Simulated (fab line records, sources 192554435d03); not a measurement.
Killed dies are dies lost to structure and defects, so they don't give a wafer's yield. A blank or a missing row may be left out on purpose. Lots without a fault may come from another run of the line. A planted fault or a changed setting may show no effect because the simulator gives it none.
Which tool did it? | flow n5_finfet | 23 lots, 69 wafers sampled, at 1 step of a route of 1938

WHAT THE GAUGES READ, wafer by wafer
N5_BEOL_M10_CD_MEAS_11: target cd 64.1 nm. Usual: cd_nm 63.8 nm, standard deviation 0.74.
lot  | measured     | on        | cd_nm (nm)     | flag
L074 | day 13 05:45 | cd_sem-01 | 64.1 63.5 64.3 |
L077 | day 13 19:44 | cd_sem-01 | 63.6 62.5 63.6 |
L075 | day 14 05:16 | cd_sem-02 | 63.3 63.3 63.6 |
L076 | day 14 08:54 | cd_sem-03 | 63.8 63.5 63.6 |
L080 | day 14 17:05 | cd_sem-03 | 63.6 63.5 65.0 |
L078 | day 14 17:19 | cd_sem-02 | 64.6 64.2 64.2 |
L082 | day 14 22:11 | cd_sem-02 | 64.5 64.2 64.7 |
L079 | day 15 02:20 | cd_sem-03 | 64.2 65.3 63.6 |
L081 | day 16 17:31 | cd_sem-02 | 63.5 64.0 64.7 |
L084 | day 16 17:44 | cd_sem-03 | 64.3 64.9 63.7 |
L083 | day 16 18:01 | cd_sem-03 | 64.2 64.9 63.5 |
L085 | day 17 06:31 | cd_sem-03 | 64.7 63.8 64.0 |
L090 | day 17 08:53 | cd_sem-03 | 64.1 63.8 64.0 |
L089 | day 17 20:42 | cd_sem-03 | 64.0 62.7 63.5 |
L088 | day 17 22:19 | cd_sem-01 | 64.0 64.7 63.3 |
L087 | day 17 22:52 | cd_sem-02 | 64.7 63.3 63.5 |
L091 | day 18 04:06 | cd_sem-02 | 65.3 63.8 64.8 |
L092 | day 18 09:59 | cd_sem-01 | 64.9 63.1 62.4 |
L094 | day 18 10:37 | cd_sem-02 | 64.4 63.3 62.1 |
L096 | day 18 10:41 | cd_sem-01 | 63.2 63.2 63.3 |
L093 | day 19 08:22 | cd_sem-03 | 63.7 63.3 61.7 |
L095 | day 19 10:23 | cd_sem-02 | 63.7 64.0 63.9 |
L097 | day 19 16:20 | cd_sem-01 | 63.7 64.4 64.5 |

WHICH TOOL RAN EACH LOT (tool, then ch and the chambers of the sampled wafers, then the start)
The record holds no process step before these readings.

WHAT THE TOOLS THEMSELVES READ (means of the sampled wafers that have a number; where no wafer has one, the mark that the record gives instead)
The record holds no such reading with a usual standard deviation.

THE ANSWER, worked out from the rows above alone
Rule: a lot is off if the mean of its wafers that have a number lies more than 3 standard deviations from the usual mean. A lot without any number at a reading at which 4 lots or more have one is off too. The other lots that the step has rows for count as sound. The gauges are gone through in route order, then the tools' own readings, and for those a lot's mean is taken as printed above. The first step at which some lot is off is used, and at that step the reading that is off furthest; a lot without a number counts as furthest.
No lot is off at any reading shown: from this, nothing can be told.

WHAT THE SIMULATOR HAD PUT IN
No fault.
